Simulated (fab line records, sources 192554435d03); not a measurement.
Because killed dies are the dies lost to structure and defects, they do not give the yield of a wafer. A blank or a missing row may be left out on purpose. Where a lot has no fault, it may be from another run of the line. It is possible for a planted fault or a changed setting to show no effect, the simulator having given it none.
fab line records	flow n5Finfet
[record] lots = 7	wafers = 39
route steps=1938 shown ZERO_LAYER@4 FIN_SAQP@125 DUMMY_GATE@234 GATE_CUT@490 MOL_CONTACT_COAG@616 BEOL_M1@751
startH: start of the lot's first displayed wafer, in hours after the record's first day	waitH: hours elapsed since this lot's preceding step	" unchanged from the row above	L1.1+2: several wafers, shown together as one row	- value missing, or start not given	* or withheld: withheld	< > ~ a bound
route shown NAME@n: names a module that has steps shown in the file, with the first one's number in the route	usual: the fault-free wafers' mean and standard deviation	same: alike in all rows	chamber/n: place in a boat	sites: each site's reading	_std_site: standard deviation across them	_edge_site: outer sites' mean less inner sites'	radiusMm: for every site, how far away it sits from the centre of the wafer	mask NAME#n: copy n	behind: the most recent tool/chamber to have shaped the wafer	hold: why the lot went on hold/how many hours it stayed there/how the hold came to an end	device: names the non-switching transistor (n, p or np)	end of line: tests run on the same wafers once the route is complete	a step given without rows: its recipe and nothing more	killed: count of dies lost to structure and defects at first sort (not the wafer's yield)	map: a wafer's dies, x killed, . not, _ none there
set.NAME: setting as actually run; set.NAME@STEP: the setting as run at that earlier step	model.NAME: the simulator's own value behind a step, which no gauge read
lots run with intentionally changed settings; tables by step, rows by wafer
[[steps]]
[step N5_ZERO_LAYER_PECVD_02]
[recipe] material = SiO2	targetThkA = 100	tempC = 400	precursor = SiH4/N2O	pressureTorr = 0.75	rfW = 275	timeS = 6
lot.wafer	tool	chamber	startH	waitH	set.timeS	model.SiO2_of_ZERO_LAYER_PECVD_02.thkNm
L075.2	pecvd-03	1	18.28	0.0	6	9.759
L075.3	"	0	"	"	6	9.86
L075.4	"	1	"	"	6	9.928
L076.1	pecvd-02	2	24.28	0.0	4.216	7.038
L076.2	"	0	"	"	4.216	7.276
L076.3	"	1	"	"	6	10.07
L076.4	"	2	"	"	6	10.21
L076.5	"	1	"	"	4.216	7.118
L076.6	"	0	"	"	6	10.24
L082.1	pecvd-02	1	60.28	0.0	3.452	5.669
L082.2	"	0	"	"	6	9.969
L082.3	"	2	"	"	6	10.02
L082.4	"	1	"	"	3.452	5.818
L082.5	"	2	"	"	6	10.01
L082.6	"	0	"	"	3.452	5.831
L086.1	pecvd-04	2	84.28	0.0	6	10.11
L086.2	"	1	"	"	6	10.03
L086.3	"	0	"	"	4.174	6.981
L086.4	"	2	"	"	6	10.12
L086.5	"	0	"	"	4.174	7.076
L086.6	"	1	"	"	4.174	7.207
L092.1	pecvd-04	0	120.28	0.0	6	9.943
L092.2	"	2	"	"	6	10.02
L092.3	"	0	"	"	6	10.16
L092.4+5	"	2,0	"	"	6	10.22
L092.6	"	2	"	"	6	10.23
L093.1	pecvd-02	1	126.29	0.0	6	9.862
L093.2	"	0	"	"	5.035	8.189
L093.3	"	2	"	"	6	9.796
L093.4	"	0	"	"	5.035	8.344
L093.5	"	2	"	"	6	10.1
L093.6	"	1	"	"	5.035	8.356
L097.1	pecvd-03	2	150.28	0.0	8.075	13.34
L097.2	"	1	"	"	8.075	13.28
L097.3	"	0	"	"	8.075	13.35
L097.4	"	2	"	"	6	9.989
L097.5	"	0	"	"	6	9.97
L097.6	"	1	"	"	6	10.04
[step N5_FIN_SAQP_SPACER1_ALD_24]
[recipe] material = SiO2	targetThkA = 203	tempC = 300	aldPrecursorFamily = BDEAS	aldCoReactant = O2-plasma	pulseTimeS = 1	purgeTimeS = 2	coReactantPurgeTimeS = 2	aldCycles = 218	pressureTorr = 2
lot.wafer	tool	chamber	startH	waitH	set.aldCycles	model.SiO2_of_FIN_SAQP_SPACER1_ALD_24.thkNm
L075.2+4	aldSin-02	2,0	29.57	0.6	218	20.4
L075.3	"	1	"	"	218	20.2
L076.1+5+6	aldSin-01	0,0,3	36.14	0.3	218	20.4
L076.2	"	3	"	"	156	14.4
L076.3+4	"	1,2	"	"	156	14.6
L082.1+3	aldSin-01	2,1	72.24	0.6	303	28.2
L082.2+5+6	"	0,0,1	"	"	218	20.2
L082.4	"	2	"	"	303	28
L086.1+2	aldSin-01	0,1	97.27	1.8	282	26.2
L086.3	"	3	"	"	218	20.2
L086.4+6	"	2,1	"	"	218	20.4
L086.5	"	0	"	"	282	26.4
L092.1+4	aldSin-01	2,1	131.20	0.3	218	20.2
L092.2+5+6	"	3,0,3	"	"	171	15.8
L092.3	"	0	"	"	218	20.4
L093.1+4+5	aldSin-02	1,2,3	138.05	0.3	218	20.2
L093.2+3	"	3,0	"	"	302	28.2
L093.6	"	0	"	"	302	28
L097.1+3+4	aldSin-01	1,2,0	160.95	0.3	218	20.4
L097.2+5+6	"	3,1,2	"	"	218	20.2
[step N5_FIN_SAQP_SPACER1_ETCHBACK_25]
[recipe] chemistry = CHF3/O2	mode = anisotropicEtchback	target = SiO2	targetDepthA = 244	timeS = 12.2	pressureMtorr = 30	sourceW = 650	biasW = 170	Ar_flow_sccm = 200	CHF3_flow_sccm = 50	O2_flow_sccm = 5	ionEnergyEv = 200
[step N5_FIN_SAQP_MANDREL1_REMOVE_56]
[recipe] chemistry = HBr/Cl2/O2	btTimeS = 10	target = a-Si	stopOn = SiNx	endpoint = OES-SiCl	overEtchFrac = 1	icpW = 600	biasW = 22	HBr_flow_sccm = 150	Cl2_flow_sccm = 80	O2_flow_sccm = 5	pressureMtorr = 10
lot.wafer	tool	chamber	startH	waitH	set.aldCycles@FIN_SAQP_SPACER1_ALD_24	model.FIN_SAQP.cdNm
L075.2+4	rieSi-02	1,0	30.40	0.1	218	20.4
L075.3	"	2	"	"	218	20.2
L076.1+5+6	rieSi-01	0,3,0	36.94	0.1	218	20.4
L076.2	"	2	"	"	156	14.4
L076.3+4	"	1,3	"	"	156	14.6
L082.1+4	rieSi-05	0,3	73.05	0.1	303	28
L082.2+5+6	"	2,1,2	"	"	218	20.2
L082.3	"	1	"	"	303	28.2
L086.1+5	rieSi-02	0,2	98.14	0.1	282	26.4
L086.2	"	2	"	"	282	26.2
L086.3+6	"	1	"	"	218	20.4
L086.4	"	3	"	"	218	20.6
L092.1+3	rieSi-05	1,2	132.01	0.1	218	20.4
L092.2+6	"	0,2	"	"	171	16
L092.4	"	3	"	"	218	20.2
L092.5	"	1	"	"	171	15.8
L093.1	rieSi-05	3	138.86	0.1	218	20.4
L093.2+3	"	1,0	"	"	302	28.2
L093.4+5	"	2,0	"	"	218	20.2
L093.6	"	1	"	"	302	28
L097.1+3+4	rieSi-01	1,2,0	161.83	0.1	218	20.4
L097.2+5+6	"	3,3,0	"	"	218	20.2
[step N5_FIN_SAQP_CD_MEAS_27]
[recipe] targetCdNm = 20	landingEnergyEv = 1000	detector = seInlens	polarity = line
[usual] cdNm = 20.31/0.22
lot.wafer	tool	chamber	startH	waitH	set.aldCycles@FIN_SAQP_SPACER1_ALD_24	cdNm
L075.2	cdSem-02	0	30.51	0.1	218	20.18
L075.3	"	0	"	"	218	20.56
L075.4	"	0	"	"	218	20.37
L076.1	cdSem-02	0	37.05	0.1	218	20.66
L076.2	"	0	"	"	156	14.02
L076.3	"	0	"	"	156	14.95
L076.4	"	0	"	"	156	14.62
L076.5	"	0	"	"	218	20.49
L076.6	"	0	"	"	218	20.41
L082.1	cdSem-02	0	73.16	0.1	303	27.91
L082.2	"	0	"	"	218	19.91
L082.3	"	0	"	"	303	28.26
L082.4	"	0	"	"	303	28.12
L082.5	"	0	"	"	218	20.31
L082.6	"	0	"	"	218	20.05
L086.1	cdSem-01	0	98.25	0.1	282	26.36
L086.2	"	0	"	"	282	26.48
L086.3	"	0	"	"	218	20.36
L086.4	"	0	"	"	218	20.34
L086.5	"	0	"	"	282	26.07
L086.6	"	0	"	"	218	20.41
L092.1	cdSem-01	0	132.12	0.1	218	20.24
L092.2	"	0	"	"	171	15.97
L092.3	"	0	"	"	218	19.87
L092.4	"	0	"	"	218	20.26
L092.5	"	0	"	"	171	16.01
L092.6	"	0	"	"	171	16.17
L093.1	cdSem-02	0	138.97	0.1	218	20.53
L093.2	"	0	"	"	302	28.17
L093.3	"	0	"	"	302	27.88
L093.4	"	0	"	"	218	19.92
L093.5	"	0	"	"	218	19.88
L093.6	"	0	"	"	302	27.86
L097.1	cdSem-01	0	161.94	0.1	218	20.41
L097.2	"	0	"	"	218	20.23
L097.3	"	0	"	"	218	20.25
L097.4	"	0	"	"	218	20.22
L097.5	"	0	"	"	218	20.04
L097.6	"	0	"	"	218	19.94
[step N5_DUMMY_GATE_DESCUM_20]
[recipe] chemistry = O2	timeS = 6.2	sourcePowerW = 50	biasPowerW = 20	pressureMtorr = 20	rfFrequencyHz = 2.712e+07	tempC = 40	resist = CAR-EUV	o2FlowSccm = 225
lot.wafer	tool	chamber	startH	waitH	set.timeS	model.CAR-EUV_of_DUMMY_GATE_COAT_09.thkNm
L075.2	rieDiel-04	1	53.91	0.1	6.2	26.4
L075.3+4	"	0,2	"	"	6.2	26.6
L076.1+2+6	rieDiel-05	2,1,1	61.31	0.2	6.2	26.6
L076.3+4+5	"	3,0,0	"	"	4.215	27.6
L082.1+3	rieDiel-02	1,2	94.05	0.0	2.717	28.2
L082.2+4+6	"	0,2,1	"	"	6.2	26.6
L082.5	"	0	"	"	2.717	28.4
L086.1+2+6	rieDiel-04	0,1,2	119.82	0.0	6.2	26.6
L086.3+4+5	"	2,3,3	"	"	9.072	25.2
L092.1	rieDiel-02	3	154.27	0.0	6.2	26.4
L092.2+5	"	0,3	"	"	4.172	27.4
L092.3+6	"	2,0	"	"	6.2	26.6
L092.4	"	2	"	"	4.172	27.6
L093.1+3+5+6	rieDiel-04	1,2,0,3	164.09	0.0	6.2	26.6
L093.2+4	"	0,3	"	"	6.2	26.4
L097.1+3+5	rieDiel-02	1,2,2	184.92	0.0	6.2	26.6
L097.2+4+6	"	0,3,3	"	"	7.673	25.8
[step N5_DUMMY_GATE_ETCH_29]
[recipe] chemistry = N2/H2	target = underlayer	targetDepthA = 130	ionEnergyEv = 200	pressureMtorr = 30	sourceW = 840	biasW = 150	n2FlowSccm = 200	h2FlowSccm = 200
lot.wafer	tool	chamber	startH	waitH	set.timeS@DUMMY_GATE_DESCUM_20	model.CAR-EUV_of_DUMMY_GATE_COAT_09.thkNm
L075.2	rieDiel-04	1	53.97	0.0	6.2	18.8
L075.3+4	"	0,2	"	"	6.2	19
L076.1	rieDiel-05	2	61.37	0.0	6.2	19.2
L076.2+6	"	1	"	"	6.2	19
L076.3+4	"	3,0	"	"	4.215	20.2
L076.5	"	0	"	"	4.215	20
L082.1	rieDiel-02	1	94.11	0.0	2.717	20.8
L082.2	"	0	"	"	6.2	19.2
L082.3	"	2	"	"	2.717	20.6
L082.4+6	"	2,1	"	"	6.2	19
L082.5	"	0	"	"	2.717	21
L086.1+2+6	rieDiel-04	0,1,2	119.89	0.0	6.2	19
L086.3+5	"	2,3	"	"	9.072	17.6
L086.4	"	3	"	"	9.072	17.4
L092.1	rieDiel-02	3	154.34	0.0	6.2	18.8
L092.2	"	0	"	"	4.172	20.2
L092.3	"	2	"	"	6.2	19
L092.4+5	"	2,3	"	"	4.172	20
L092.6	"	0	"	"	6.2	19.2
L093.1+5	rieDiel-04	1,0	164.15	0.0	6.2	19
L093.2+3+4+6	"	0,2,3,3	"	"	6.2	18.8
L097.1+3+5	rieDiel-02	1,2,2	184.99	0.0	6.2	19
L097.2	"	0	"	"	7.673	18.4
L097.4+6	"	3	"	"	7.673	18.2
[step N5_GATE_CUT_DESCUM_18]
[recipe] chemistry = O2	timeS = 7	sourcePowerW = 50	biasPowerW = 20	pressureMtorr = 20	rfFrequencyHz = 2.712e+07	tempC = 40	resist = CAR-EUV	o2FlowSccm = 225
lot.wafer	tool	chamber	startH	waitH	set.timeS	model.CAR-EUV_of_GATE_CUT_COAT_07.thkNm
L075.2+3+4	rieDiel-02	1,0,0	96.22	0.0	7	26
L076.1+3	rieDiel-04	0,1	97.53	0.2	3.525	28
L076.2+4+6	"	2,1,0	"	"	7	26.2
L076.5	"	2	"	"	3.525	27.8
L082.1+4+6	rieDiel-04	2,0,2	133.41	0.0	7	26.2
L082.2+3+5	"	1,3,3	"	"	7	26
L086.1+3+4	rieDiel-02	0,1,2	156.15	0.0	3.605	27.8
L086.2+5+6	"	3,3,2	"	"	7	26
L092.1	rieDiel-04	0	194.78	0.0	7	26.4
L092.2+3+4+5+6	"	1,3,2,0,3	"	"	7	26.2
L093.1	rieDiel-04	3	201.95	0.0	7	25.8
L093.2+6	"	0,2	"	"	7	26
L093.3+5	"	2,3	"	"	5.898	26.6
L093.4	"	1	"	"	5.898	26.4
L097.1+3+6	rieDiel-05	0,1,1	224.76	0.1	7	26.2
L097.2+5	"	3	"	"	9.328	25.2
L097.4	"	0	"	"	9.328	25
[step N5_MOL_CONTACT_COAG_ETCH_124]
[recipe] chemistry = CH3F/O2	target = SiNx	targetDepthA = 65	maskMaterial = SOC	stopOn = SiOC	overEtchFrac = 0.3	ionEnergyEv = 120	pressureMtorr = 30	sourceW = 395	biasW = 73	Ar_flow_sccm = 150	CH3F_flow_sccm = 30	O2_flow_sccm = 20	ends = endPoint
lot.wafer	tool	chamber	startH	waitH	set.targetDepthA	model.SOC_of_MOL_CONTACT_COAG_COAT_62.thkNm	model.etch.depthNm
L075.2	rieDiel-01	0	114.47	0.0	65	48.4	5.013
L075.3	"	2	"	"	65	48.2	5.024
L075.4	"	1	"	"	65	48.2	5.005
L076.1	rieDiel-01	2	114.93	0.0	65	48.4	4.985
L076.2	"	1	"	"	65	48.2	4.966
L076.3	"	0	"	"	65	48.2	4.994
L076.4	"	3	"	"	41.24	49.8	4.014
L076.5	"	3	"	"	41.24	49.6	4.02
L076.6	"	2	"	"	41.24	49.4	4.108
L082.1	rieDiel-03	0	151.78	0.0	94.82	47.2	4.979
L082.2	"	1	"	"	65	48.8	4.997
L082.3	"	2	"	"	94.82	47.2	4.992
L082.4	"	3	"	"	65	48.8	4.97
L082.5	"	1	"	"	65	48.6	4.995
L082.6	"	0	"	"	94.82	47.2	4.989
L086.1	rieDiel-03	2	172.53	0.0	65	48.6	5.029
L086.2	"	3	"	"	74.79	48.4	4.986
L086.3	"	1	"	"	74.79	48.2	4.976
L086.4	"	0	"	"	74.79	48.2	5.044
L086.5	"	3	"	"	65	49	5.024
L086.6	"	0	"	"	65	48.6	5.004
L092.1	rieDiel-01	2	212.00	0.0	65	48.2	5.012
L092.2	"	1	"	"	50.9	48.8	5.007
L092.3	"	3	"	"	65	48	5.008
L092.4	"	0	"	"	50.9	49.2	4.996
L092.5	"	1	"	"	65	48.2	4.972
L092.6	"	0	"	"	50.9	48.8	4.978
L093.1	rieDiel-06	0	217.31	0.0	102.2	46.4	5.041
L093.2	"	2	"	"	102.2	46.6	5.015
L093.3	"	3	"	"	65	48.2	4.985
L093.4	"	1	"	"	65	48.2	5.002
L093.5	"	1	"	"	102.2	46.6	4.975
L093.6	"	0	"	"	65	48.2	4.992
L097.1	rieDiel-03	3	240.35	0.0	65	48.8	4.99
L097.2	"	0	"	"	65	48.2	5.004
L097.3	"	1	"	"	77.34	47.8	5.046
L097.4	"	2	"	"	65	48.6	5.013
L097.5	"	2	"	"	77.34	47.8	5.024
L097.6	"	3	"	"	77.34	48.2	5
[step N5_MOL_CONTACT_COAG_ETCH_48]
[recipe] chemistry = C4F6/O2	targetDepthA = 150	overetchA = 45	maskMaterial = SOC	target = SiOC	biasW = 465	pressureMtorr = 10	timeS = 17	sourceW = 335	Ar_flow_sccm = 300	C4F6_flow_sccm = 10	O2_flow_sccm = 10	ionEnergyEv = 576
lot.wafer	tool	chamber	startH	waitH	set.targetDepthA@MOL_CONTACT_COAG_ETCH_124	model.SOC_of_MOL_CONTACT_COAG_COAT_62.thkNm
L075.2	rieDiel-01	0	114.51	0.0	65	45.8
L075.3	"	2	"	"	65	45.6
L075.4	"	1	"	"	65	45.4
L076.1	rieDiel-01	2	114.97	0.0	65	45.8
L076.2	"	1	"	"	65	45.4
L076.3	"	0	"	"	65	45.6
L076.4+5	"	3	"	"	41.24	47.2
L076.6	"	2	"	"	41.24	46.8
L082.1+3+6	rieDiel-03	0,2,0	151.82	0.0	94.82	44.6
L082.2	"	1	"	"	65	46.2
L082.4	"	3	"	"	65	46.4
L082.5	"	1	"	"	65	46
L086.1	rieDiel-03	2	172.57	0.0	65	45.8
L086.2	"	3	"	"	74.79	45.8
L086.3	"	1	"	"	74.79	45.4
L086.4	"	0	"	"	74.79	45.6
L086.5	"	3	"	"	65	46.4
L086.6	"	0	"	"	65	46
L092.1	rieDiel-01	2	212.04	0.0	65	45.6
L092.2	"	1	"	"	50.9	46
L092.3+5	"	3,1	"	"	65	45.4
L092.4	"	0	"	"	50.9	46.4
L092.6	"	0	"	"	50.9	46.2
L093.1	rieDiel-06	0	217.35	0.0	102.2	43.6
L093.2	"	2	"	"	102.2	44
L093.3+4+6	"	3,1,0	"	"	65	45.6
L093.5	"	1	"	"	102.2	43.8
L097.1	rieDiel-03	3	240.39	0.0	65	46.2
L097.2	"	0	"	"	65	45.6
L097.3+5	"	1,2	"	"	77.34	45.2
L097.4	"	2	"	"	65	45.8
L097.6	"	3	"	"	77.34	45.8
[step N5_BEOL_M1_ILD_DEP_00]
[recipe] material = SiOC	targetThkA = 790	tempC = 350	precursor = DEMS/O2	pressureTorr = 5	rfW = 500	timeS = 15.3
lot.wafer	tool	chamber	startH	waitH	set.targetThkA	model.SiOC_of_BEOL_M1_ILD_DEP_00.thkNm
L075.2	pecvd-02	0	133.61	0.0	790	80.8
L075.3	"	1	"	"	790	79.6
L075.4	"	0	"	"	790	81.4
L076.1+3	pecvd-01	0,2	134.44	0.0	790	79.4
L076.2	"	1	"	"	790	79.6
L076.4	"	2	"	"	790	80.4
L076.5	"	0	"	"	790	80
L076.6	"	1	"	"	790	80.6
L082.1	pecvd-02	2	170.91	0.0	790	79.6
L082.2	"	1	"	"	790	80.2
L082.3	"	0	"	"	790	80.4
L082.4	"	0	"	"	1061	108.2
L082.5	"	2	"	"	1061	108.4
L082.6	"	1	"	"	1061	108.8
L086.1	pecvd-01	0	200.34	0.0	937.5	91.6
L086.2	"	1	"	"	790	77.4
L086.3	"	0	"	"	937.5	93.6
L086.4	"	1	"	"	790	78.4
L086.5	"	1	"	"	790	78.2
L086.6	"	0	"	"	937.5	92.6
L092.1	pecvd-01	1	229.67	0.0	1255	124.6
L092.2	"	0	"	"	1255	124.2
L092.3	"	2	"	"	1255	124
L092.4	"	2	"	"	790	80
L092.5	"	1	"	"	790	79.6
L092.6	"	0	"	"	790	79.8
L093.1+2	pecvd-03	2,0	233.61	0.0	790	79.4
L093.3	"	1	"	"	790	78.8
L093.4+6	"	1,2	"	"	790	80
L093.5	"	0	"	"	790	81.2
L097.1	pecvd-03	2	260.29	0.0	790	79.6
L097.2	"	1	"	"	790	79
L097.3	"	0	"	"	1197	119.8
L097.4	"	2	"	"	1197	121.6
L097.5	"	1	"	"	1197	121.4
L097.6	"	0	"	"	790	81.6
[step N5_BEOL_M1_THK_MEAS_01]
[recipe] reads = SiOC_of_BEOL_M1_ILD_DEP_00
[usual] M1_ILD_THK = 79.6/0.96
lot.wafer	tool	chamber	startH	waitH	set.targetThkA@BEOL_M1_ILD_DEP_00	M1_ILD_THK[nm]
L075.2	filmMetro-02	-	133.68	0.1	790	80.7
L075.3	"	-	"	"	790	79.5
L075.4	"	-	"	"	790	81.4
L076.1	filmMetro-01	-	134.51	0.0	790	79.4
L076.2	"	-	"	"	790	79.8
L076.3	"	-	"	"	790	79.3
L076.4	"	-	"	"	790	80.3
L076.5	"	-	"	"	790	79.9
L076.6	"	-	"	"	790	80.6
L082.1	filmMetro-02	-	170.98	0.0	790	79.5
L082.2	"	-	"	"	790	80.3
L082.3	"	-	"	"	790	80.4
L082.4	"	-	"	"	1061	108.1
L082.5	"	-	"	"	1061	108.3
L082.6	"	-	"	"	1061	108.8
L086.1	filmMetro-02	-	200.43	0.1	937.5	91.5
L086.2	"	-	"	"	790	77.3
L086.3	"	-	"	"	937.5	93.7
L086.4	"	-	"	"	790	78.4
L086.5	"	-	"	"	790	78.3
L086.6	"	-	"	"	937.5	92.7
L092.1	filmMetro-01	-	229.74	0.0	1255	124.6
L092.2	"	-	"	"	1255	124.1
L092.3	"	-	"	"	1255	124.2
L092.4	"	-	"	"	790	80.0
L092.5	"	-	"	"	790	79.6
L092.6	"	-	"	"	790	79.7
L093.1	filmMetro-01	-	233.68	0.0	790	79.5
L093.2	"	-	"	"	790	79.3
L093.3	"	-	"	"	790	78.9
L093.4	"	-	"	"	790	80.0
L093.5	"	-	"	"	790	81.2
L093.6	"	-	"	"	790	80.1
L097.1	filmMetro-01	-	260.36	0.0	790	79.6
L097.2	"	-	"	"	790	79.0
L097.3	"	-	"	"	1197	119.8
L097.4	"	-	"	"	1197	121.5
L097.5	"	-	"	"	1197	121.5
L097.6	"	-	"	"	790	81.6
[[key]]
[split] step = N5_ZERO_LAYER_PECVD_02	setting = timeS	stated = 6	by = wafer
[response] step = N5_ZERO_LAYER_PECVD_02	reading = model.SiO2_of_ZERO_LAYER_PECVD_02.thkNm	change = +0.099	per = 1%	r = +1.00
[split] step = N5_FIN_SAQP_SPACER1_ALD_24	setting = aldCycles	stated = 218	by = wafer
[response] step = N5_FIN_SAQP_SPACER1_ALD_24	reading = model.SiO2_of_FIN_SAQP_SPACER1_ALD_24.thkNm	change = +0.205	per = 1%	r = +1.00
[response] step = N5_FIN_SAQP_MANDREL1_REMOVE_56	reading = model.FIN_SAQP.cdNm	change = +0.203	per = 1%	r = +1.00
[response] step = N5_FIN_SAQP_CD_MEAS_27	reading = cdNm	change = +0.204	per = 1%	r = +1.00
[split] step = N5_DUMMY_GATE_DESCUM_20	setting = timeS	stated = 6.2	by = wafer
[response] step = N5_DUMMY_GATE_DESCUM_20	reading = model.CAR-EUV_of_DUMMY_GATE_COAT_09.thkNm	change = -0.0302	per = 1%	r = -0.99
[response] step = N5_DUMMY_GATE_ETCH_29	reading = model.CAR-EUV_of_DUMMY_GATE_COAT_09.thkNm	change = -0.0316	per = 1%	r = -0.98
[split] step = N5_GATE_CUT_DESCUM_18	setting = timeS	stated = 7	by = wafer
[response] step = N5_GATE_CUT_DESCUM_18	reading = model.CAR-EUV_of_GATE_CUT_COAT_07.thkNm	change = -0.0354	per = 1%	r = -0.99
[split] step = N5_MOL_CONTACT_COAG_ETCH_124	setting = targetDepthA	stated = 65	by = wafer
[response] step = N5_MOL_CONTACT_COAG_ETCH_124	reading = model.SOC_of_MOL_CONTACT_COAG_COAT_62.thkNm	change = -0.0322	per = 1%	r = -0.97
[response] step = N5_MOL_CONTACT_COAG_ETCH_124	reading = model.etch.depthNm	shape = bent	atLowest = 4.047	atStated = 4.999	atHighest = 5.01
[response] step = N5_MOL_CONTACT_COAG_ETCH_48	reading = model.SOC_of_MOL_CONTACT_COAG_COAT_62.thkNm	change = -0.0337	per = 1%	r = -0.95
[split] step = N5_BEOL_M1_ILD_DEP_00	setting = targetThkA	stated = 790	by = wafer
[response] step = N5_BEOL_M1_ILD_DEP_00	reading = model.SiOC_of_BEOL_M1_ILD_DEP_00.thkNm	change = +0.781	per = 1%	r = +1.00
[response] step = N5_BEOL_M1_THK_MEAS_01	reading = M1_ILD_THK	change = +0.781	per = 1%	r = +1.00
